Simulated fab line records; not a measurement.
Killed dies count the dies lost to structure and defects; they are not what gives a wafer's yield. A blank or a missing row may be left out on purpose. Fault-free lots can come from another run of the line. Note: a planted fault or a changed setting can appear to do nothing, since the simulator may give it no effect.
fab line records + flow n5-finfet + part 2 of 2: steps 14 to 27 of 27
record:
- lots: 5
- wafers: 15
- last-day: 19
route steps=1938 shown FIN_SAQP@133 FIN_CUT@154
lots with no fault: from the same line, run without faults
start-h: start of the lot's first displayed wafer, in hours after the record's first day + wait-h: hours from the lot's prior step to this one + " unchanged from the row above + L1.1+2: one row covering several wafers at once + - no value, or no start was given + * or withheld: withheld + < > ~ a bound
route shown NAME@n: NAME is a module with steps in the file, n the number in the route of the first one + usual: mean/standard deviation of fault-free wafers + same: alike in all rows + chamber/n: place in a boat + sites: readings site by site + _std_site: standard deviation across them + _edge_site: mean of outer sites minus mean of inner sites + radius-mm: how far each site lies from the wafer's centre + mask NAME#n: copy n + behind: the most recent tool/chamber to have shaped the wafer + hold: cause of the lot's hold/its duration in hours/its outcome + device: the n, p or np transistor that did not switch + end of line: the same wafers' tests at the end of the route + a step given without rows: its recipe and nothing more + killed: the dies lost at the first sort to structure and to defects; this is not the yield of the wafer + map: the dies of a wafer, with x for killed, . for not killed, _ for no die there
set.NAME: the setting the step ran with; set.NAME@STEP: the setting that earlier step ran with + model.NAME: the simulator's own value behind a step, which no gauge read
certain route steps with their lots: each step a table, each wafer a row
services: a tool's chamber out of use, with start hour (start-h, from the record's first day; less than 0 if before it), hours out, and reason
== steps ==
step: N5_FIN_SAQP_ETCH_64
recipe:
- chemistry: CF4
- target: SiO2
- target-depth-a: 15
- ion-energy-ev: 350
- pressure-mtorr: 10
- icp-w: 800
- bias-w: 400
- cf4-flow-sccm: 80
usual:
- drypump-motor-current-A: 5.8/0.48
- oes-product-au: 0.994/0.017
- throttle-valve-pct: 21.73/0.22
| lot.wafer | tool      | chamber | start-h | wait-h | drypump-motor-current-A | oes-product-au | rf-hours-counter-h | throttle-valve-pct |
|-----------|-----------|---------|---------|--------|-------------------------|----------------|--------------------|--------------------|
| L074.2    | rie-si-02 | 3       | 27.00   | 0.0    | 5.6                     | 0.990          | 174                | 21.76              |
| L074.4    | "         | 1       | "       | "      | 6.4                     | 1.025          | 1                  | 21.82              |
| L074.6    | "         | 2       | "       | "      | 5.8                     | 0.991          | -                  | 22.09              |
| L087.1    | rie-si-04 | 2       | 104.17  | 0.0    | 6.0                     | 1.015          | 7                  | 21.27              |
| L087.2    | "         | 3       | "       | "      | 4.9                     | 0.989          | 149                | 21.92              |
| L087.6    | "         | 1       | "       | "      | 4.9                     | 0.986          | -                  | 21.85              |
| L089.3    | rie-si-01 | 0       | 115.67  | 0.0    | 6.0                     | 0.988          | 170                | 21.62              |
| L089.5    | "         | 1       | "       | "      | 6.3                     | 0.995          | -                  | 21.67              |
| L089.6    | "         | 2       | "       | "      | 5.8                     | 1.002          | -                  | 21.87              |
| L096.2    | rie-si-04 | 1       | 158.82  | 0.0    | 4.9                     | 0.996          | 62                 | 21.86              |
| L096.5    | "         | 1       | "       | "      | 4.9                     | 0.988          | -                  | 21.86              |
| L096.6    | "         | 2       | "       | "      | 6.0                     | 1.007          | -                  | 21.29              |
| L097.2    | rie-si-04 | 1       | 165.09  | 0.0    | 5.0                     | 0.992          | 63                 | 21.87              |
| L097.4    | "         | 0       | "       | "      | 6.4                     | 0.987          | 10                 | 21.55              |
| L097.5    | "         | 3       | "       | "      | 4.9                     | 0.994          | -                  | 21.93              |
step: N5_FIN_SAQP_FIN_ETCH_36
recipe:
- chemistry: HBr/Cl2/O2
- target-depth-a: 1200
- mask-material: SiNx
- time-s: 50.4
- bias-w: 102
- pressure-mtorr: 10
- icp-w: 800
- HBr_flow_sccm: 150
- Cl2_flow_sccm: 80
- O2_flow_sccm: 12
usual:
- drypump-motor-current-A: 5.8/0.48
- oes-product-au: 0.994/0.016
- throttle-valve-pct: 36.0/0.34
| lot.wafer | tool      | chamber | start-h | wait-h | drypump-motor-current-A | oes-product-au | rf-hours-counter-h | throttle-valve-pct |
|-----------|-----------|---------|---------|--------|-------------------------|----------------|--------------------|--------------------|
| L074.2    | rie-si-02 | 3       | 27.02   | 0.0    | 5.6                     | 0.985          | 174                | 36.3               |
| L074.4    | "         | 1       | "       | "      | 6.4                     | 1.014          | 1                  | 36.4               |
| L074.6    | "         | 2       | "       | "      | 5.8                     | 0.978          | -                  | 36.4               |
| L087.1    | rie-si-04 | 2       | 104.19  | 0.0    | 6.0                     | 1.004          | 7                  | 35.4               |
| L087.2    | "         | 3       | "       | "      | 4.9                     | 0.994          | 149                | 36.1               |
| L087.6    | "         | 1       | "       | "      | 5.0                     | 0.992          | -                  | 36.0               |
| L089.3    | rie-si-01 | 0       | 115.69  | 0.0    | 6.0                     | 0.995          | 170                | 36.1               |
| L089.5    | "         | 1       | "       | "      | 6.3                     | 0.997          | -                  | 35.6               |
| L089.6    | "         | 2       | "       | "      | 5.9                     | 1.012          | -                  | 35.9               |
| L096.2    | rie-si-04 | 1       | 158.84  | 0.0    | 4.9                     | 0.993          | 62                 | 35.9               |
| L096.5    | "         | 1       | "       | "      | 4.9                     | 0.993          | -                  | 35.9               |
| L096.6    | "         | 2       | "       | "      | 6.0                     | 1.006          | -                  | 35.4               |
| L097.2    | rie-si-04 | 1       | 165.11  | 0.0    | 5.0                     | 1.000          | 63                 | 35.9               |
| L097.4    | "         | 0       | "       | "      | 6.4                     | 0.989          | 10                 | 35.6               |
| L097.5    | "         | 3       | "       | "      | 4.9                     | 0.992          | -                  | 36.1               |
step: N5_FIN_SAQP_CD_MEAS_37
recipe:
- target-cd-nm: 8
- polarity: line
usual:
- cd-nm: 8.17/0.25
| lot.wafer | tool      | chamber | start-h | wait-h | cd-nm |
|-----------|-----------|---------|---------|--------|-------|
| L074.2    | cd-sem-02 | -       | 27.14   | 0.1    | 8.09  |
| L074.4    | "         | -       | "       | "      | 8.05  |
| L074.6    | "         | -       | "       | "      | 8.46  |
| L087.1    | cd-sem-02 | -       | 104.31  | 0.1    | 8.22  |
| L087.2    | "         | -       | "       | "      | 7.85  |
| L087.6    | "         | -       | "       | "      | 7.99  |
| L089.3    | cd-sem-01 | -       | 115.82  | 0.1    | 8.11  |
| L089.5    | "         | -       | "       | "      | 8.09  |
| L089.6    | "         | -       | "       | "      | 8.20  |
| L096.2    | cd-sem-03 | -       | 158.97  | 0.1    | 8.24  |
| L096.5    | "         | -       | "       | "      | 8.63  |
| L096.6    | "         | -       | "       | "      | 8.34  |
| L097.2    | cd-sem-03 | -       | 165.24  | 0.1    | 7.60  |
| L097.4    | "         | -       | "       | "      | 7.73  |
| L097.5    | "         | -       | "       | "      | 8.09  |
step: N5_FIN_SAQP_PRECLEAN_38
recipe:
- chemistry: O3/DIW
- time-s: 45
- temp-c: 22
- o3-ppm: 10
| lot.wafer  | tool         | chamber | start-h | wait-h |
|------------|--------------|---------|---------|--------|
| L074.2+4+6 | wet-bench-02 | 4,6,7   | 27.18   | 0.0    |
| L087.1+2+6 | wet-bench-02 | 3,1,4   | 104.35  | 0.0    |
| L089.3+5+6 | wet-bench-01 | 4,1,7   | 115.85  | 0.0    |
| L096.2+5+6 | wet-bench-01 | 2,1,4   | 159.01  | 0.0    |
| L097.2+4+5 | wet-bench-01 | 2,5,3   | 165.28  | 0.0    |
step: N5_FIN_SAQP_PRECLEAN_45
recipe:
- chemistry: dHF
- time-s: 10
- dilution: 500:1
- temp-c: 25
| lot.wafer  | tool         | chamber | start-h | wait-h |
|------------|--------------|---------|---------|--------|
| L074.2+4+6 | wet-bench-02 | 4,6,7   | 27.20   | 0.0    |
| L087.1+2+6 | wet-bench-02 | 3,1,4   | 104.37  | 0.0    |
| L089.3+5+6 | wet-bench-01 | 4,1,7   | 115.87  | 0.0    |
| L096.2+5+6 | wet-bench-01 | 2,1,4   | 159.02  | 0.0    |
| L097.2+4+5 | wet-bench-01 | 2,5,3   | 165.29  | 0.0    |
step: N5_FIN_SAQP_SRD_39
recipe:
- dry: ipa-marangoni
- time-s: 30
- temp-c: 23
- rinse-liquid: diw
| lot.wafer  | tool         | chamber | start-h | wait-h |
|------------|--------------|---------|---------|--------|
| L074.2+4+6 | wet-bench-02 | 4,6,7   | 27.20   | 0.0    |
| L087.1+2+6 | wet-bench-02 | 3,1,4   | 104.37  | 0.0    |
| L089.3+5+6 | wet-bench-01 | 4,1,7   | 115.87  | 0.0    |
| L096.2+5+6 | wet-bench-01 | 2,1,4   | 159.02  | 0.0    |
| L097.2+4+5 | wet-bench-01 | 2,5,3   | 165.29  | 0.0    |
step: N5_FIN_SAQP_OCD_MEAS_76
usual:
- trench-depth-nm: 119.7/1.7
| lot.wafer | tool   | chamber | start-h | wait-h | trench-depth-nm |
|-----------|--------|---------|---------|--------|-----------------|
| L074.2    | ocd-01 | -       | 27.24   | 0.0    | 118.7           |
| L074.4    | "      | -       | "       | "      | 119.5           |
| L074.6    | "      | -       | "       | "      | 119.4           |
| L087.1    | ocd-02 | -       | 104.41  | 0.0    | 118.6           |
| L087.2    | "      | -       | "       | "      | 121.2           |
| L087.6    | "      | -       | "       | "      | 120.5           |
| L089.3    | ocd-02 | -       | 115.91  | 0.0    | 118.0           |
| L089.5    | "      | -       | "       | "      | 121.9           |
| L089.6    | "      | -       | "       | "      | 121.9           |
| L096.2    | ocd-01 | -       | 159.07  | 0.0    | 120.2           |
| L096.5    | "      | -       | "       | "      | 121.3           |
| L096.6    | "      | -       | "       | "      | 119.0           |
| L097.2    | ocd-02 | -       | 165.33  | 0.0    | 121.3           |
| L097.4    | "      | -       | "       | "      | 121.6           |
| L097.5    | "      | -       | "       | "      | 120.1           |
step: N5_FIN_SAQP_INSPECT_40
recipe:
- inspect-instrument: brightfield
- mode: aei
usual:
- raw-defect-count: 213/54
| lot.wafer | tool              | chamber | start-h | wait-h | raw-defect-count |
|-----------|-------------------|---------|---------|--------|------------------|
| L074.2    | defect-inspect-01 | -       | 27.27   | 0.0    | 182              |
| L074.4    | "                 | -       | "       | "      | 227              |
| L074.6    | "                 | -       | "       | "      | 208              |
| L087.1    | defect-inspect-01 | -       | 104.44  | 0.0    | 151              |
| L087.2    | "                 | -       | "       | "      | 211              |
| L087.6    | "                 | -       | "       | "      | 160              |
| L089.3    | defect-inspect-01 | -       | 115.94  | 0.0    | 186              |
| L089.5    | "                 | -       | "       | "      | 255              |
| L089.6    | "                 | -       | "       | "      | 229              |
| L096.2    | defect-inspect-02 | -       | 159.10  | 0.0    | 247              |
| L096.5    | "                 | -       | "       | "      | 227              |
| L096.6    | "                 | -       | "       | "      | 257              |
| L097.2    | defect-inspect-02 | -       | 165.36  | 0.0    | 254              |
| L097.4    | "                 | -       | "       | "      | 294              |
| L097.5    | "                 | -       | "       | "      | 220              |
step: N5_FIN_CUT_COAT_18
recipe:
- resist: SOC
- temp-c: 250
- time-s: 60
- spin-rpm: 1500
- resist-thk-nm: 230
usual:
- dispense-pressure-kPa: 49/3.8
| lot.wafer | tool           | chamber | start-h | wait-h | dispense-pressure-kPa |
|-----------|----------------|---------|---------|--------|-----------------------|
| L074.2    | litho-track-05 | 0       | 27.30   | 0.0    | 49                    |
| L074.4    | "              | 0       | "       | "      | 49                    |
| L074.6    | "              | 0       | "       | "      | 49                    |
| L087.1    | litho-track-05 | 0       | 104.47  | 0.0    | 49                    |
| L087.2    | "              | 0       | "       | "      | 49                    |
| L087.6    | "              | 0       | "       | "      | 49                    |
| L089.3    | litho-track-02 | 0       | 115.97  | 0.0    | 44                    |
| L089.5    | "              | 0       | "       | "      | 44                    |
| L089.6    | "              | 0       | "       | "      | 44                    |
| L096.2    | litho-track-02 | 0       | 159.13  | 0.0    | 44                    |
| L096.5    | "              | 0       | "       | "      | 44                    |
| L096.6    | "              | 0       | "       | "      | 44                    |
| L097.2    | litho-track-03 | 0       | 165.40  | 0.0    | 54                    |
| L097.4    | "              | 0       | "       | "      | 54                    |
| L097.5    | "              | 0       | "       | "      | 54                    |
step: N5_FIN_CUT_COAT_19
recipe:
- resist: SiARC
- temp-c: 220
- time-s: 60
- spin-rpm: 1500
- resist-thk-nm: 20
usual:
- dispense-pressure-kPa: 49/3.7
| lot.wafer | tool           | chamber | start-h | wait-h | dispense-pressure-kPa |
|-----------|----------------|---------|---------|--------|-----------------------|
| L074.2    | litho-track-05 | 0       | -       | -      | 49                    |
| L074.4    | "              | 0       | "       | "      | 49                    |
| L074.6    | "              | 0       | "       | "      | 49                    |
| L087.1    | litho-track-05 | 0       | -       | -      | 49                    |
| L087.2    | "              | 0       | "       | "      | 49                    |
| L087.6    | "              | 0       | "       | "      | 49                    |
| L089.3    | litho-track-02 | 0       | -       | -      | 44                    |
| L089.5    | "              | 0       | "       | "      | 44                    |
| L089.6    | "              | 0       | "       | "      | 44                    |
| L096.2    | litho-track-02 | 0       | -       | -      | 44                    |
| L096.5    | "              | 0       | "       | "      | 44                    |
| L096.6    | "              | 0       | "       | "      | 44                    |
| L097.2    | litho-track-03 | 0       | -       | -      | 54                    |
| L097.4    | "              | 0       | "       | "      | 54                    |
| L097.5    | "              | 0       | "       | "      | 54                    |
step: N5_FIN_CUT_COAT_29
recipe:
- resist: underlayer
- temp-c: 205
- time-s: 60
- spin-rpm: 1500
- resist-thk-nm: 10
usual:
- dispense-pressure-kPa: 49/3.7
| lot.wafer | tool           | chamber | start-h | wait-h | dispense-pressure-kPa |
|-----------|----------------|---------|---------|--------|-----------------------|
| L074.2    | litho-track-05 | 0       | -       | -      | 49                    |
| L074.4    | "              | 0       | "       | "      | 49                    |
| L074.6    | "              | 0       | "       | "      | 49                    |
| L087.1    | litho-track-05 | 0       | -       | -      | 49                    |
| L087.2    | "              | 0       | "       | "      | 49                    |
| L087.6    | "              | 0       | "       | "      | 49                    |
| L089.3    | litho-track-02 | 0       | -       | -      | 44                    |
| L089.5    | "              | 0       | "       | "      | 44                    |
| L089.6    | "              | 0       | "       | "      | 44                    |
| L096.2    | litho-track-02 | 0       | -       | -      | 44                    |
| L096.5    | "              | 0       | "       | "      | 44                    |
| L096.6    | "              | 0       | "       | "      | 44                    |
| L097.2    | litho-track-03 | 0       | -       | -      | 54                    |
| L097.4    | "              | 0       | "       | "      | 54                    |
| L097.5    | "              | 0       | "       | "      | 54                    |
step: N5_FIN_CUT_COAT_02
recipe:
- resist: CAR-EUV
- spin-rpm: 1500
- resist-thk-nm: 30
usual:
- dispense-pressure-kPa: 49/3.7
| lot.wafer | tool           | chamber | start-h | wait-h | dispense-pressure-kPa |
|-----------|----------------|---------|---------|--------|-----------------------|
| L074.2    | litho-track-05 | 0       | -       | -      | 49                    |
| L074.4    | "              | 0       | "       | "      | 49                    |
| L074.6    | "              | 0       | "       | "      | 49                    |
| L087.1    | litho-track-05 | 0       | -       | -      | 49                    |
| L087.2    | "              | 0       | "       | "      | 49                    |
| L087.6    | "              | 0       | "       | "      | 49                    |
| L089.3    | litho-track-02 | 0       | -       | -      | 44                    |
| L089.5    | "              | 0       | "       | "      | 44                    |
| L089.6    | "              | 0       | "       | "      | 44                    |
| L096.2    | litho-track-02 | 0       | -       | -      | 44                    |
| L096.5    | "              | 0       | "       | "      | 44                    |
| L096.6    | "              | 0       | "       | "      | 44                    |
| L097.2    | litho-track-03 | 0       | -       | -      | 54                    |
| L097.4    | "              | 0       | "       | "      | 54                    |
| L097.5    | "              | 0       | "       | "      | 54                    |
step: N5_FIN_CUT_EBR_04
recipe:
- solvent: PGMEA
- ebr-width-mm: 1.5
| lot.wafer  | tool           | chamber | start-h | wait-h |
|------------|----------------|---------|---------|--------|
| L074.2+4+6 | litho-track-05 | 0       | -       | -      |
| L087.1+2+6 | litho-track-05 | 0       | -       | -      |
| L089.3+5+6 | litho-track-02 | 0       | -       | -      |
| L096.2+5+6 | litho-track-02 | 0       | -       | -      |
| L097.2+4+5 | litho-track-03 | 0       | -       | -      |
step: N5_FIN_CUT_SOFTBAKE_03
recipe:
- temp-c: 110
- time-s: 60
- resist: CAR-EUV
| lot.wafer  | tool           | chamber | start-h | wait-h |
|------------|----------------|---------|---------|--------|
| L074.2+4+6 | litho-track-05 | 0       | -       | -      |
| L087.1+2+6 | litho-track-05 | 0       | -       | -      |
| L089.3+5+6 | litho-track-02 | 0       | -       | -      |
| L096.2+5+6 | litho-track-02 | 0       | -       | -      |
| L097.2+4+5 | litho-track-03 | 0       | -       | -      |
== services ==
| tool           | chamber | start-h | hours | kind                          |
|----------------|---------|---------|-------|-------------------------------|
| vapor-etch-01  | -       | 4.54    | 0.3   | repair                        |
| rie-diel-05    | 2       | 4.88    | -     | clean                         |
| rie-diel-05    | 2       | 4.88    | -     | consumable-replace:focus-ring |
| rie-diel-05    | 2       | 4.88    | -     | consumable-replace:showerhead |
| rie-diel-05    | 2       | 4.88    | 17.5  | scheduled-down                |
| rie-diel-05    | 2       | 4.88    | 17.5  | vent-cycle                    |
| vapor-etch-02  | -       | 9.40    | 0.1   | repair                        |
| ald-sin-01     | 1       | 10.81   | 1.3   | repair                        |
| litho-track-02 | -       | 19.84   | -     | consumable-replace:filter     |
| rie-diel-05    | -       | 44.27   | 2.8   | pm                            |
| rie-diel-03    | 2       | 54.26   | 1.3   | repair                        |
| rie-diel-01    | 2       | 61.20   | 4.2   | repair                        |
| wet-bench-01   | -       | 89.02   | 0.7   | repair                        |
| rie-si-01      | -       | 102.54  | 0.1   | repair                        |
| rie-si-01      | -       | 118.19  | 2.1   | repair                        |
| rie-diel-05    | 1       | 129.37  | -     | clean                         |
| rie-diel-05    | 1       | 129.37  | -     | consumable-replace:focus-ring |
| rie-diel-05    | 1       | 129.37  | 22.9  | scheduled-down                |
| rie-diel-05    | 1       | 129.37  | 22.9  | vent-cycle                    |
| vapor-etch-02  | -       | 130.84  | 4.3   | pm                            |
| rie-si-01      | 2       | 139.50  | 6.2   | repair                        |
| rie-si-04      | 0       | 151.27  | 7.4   | repair                        |
| rie-si-01      | 3       | 154.02  | 22.7  | repair                        |
| wet-bench-02   | -       | 155.61  | 0.8   | repair                        |
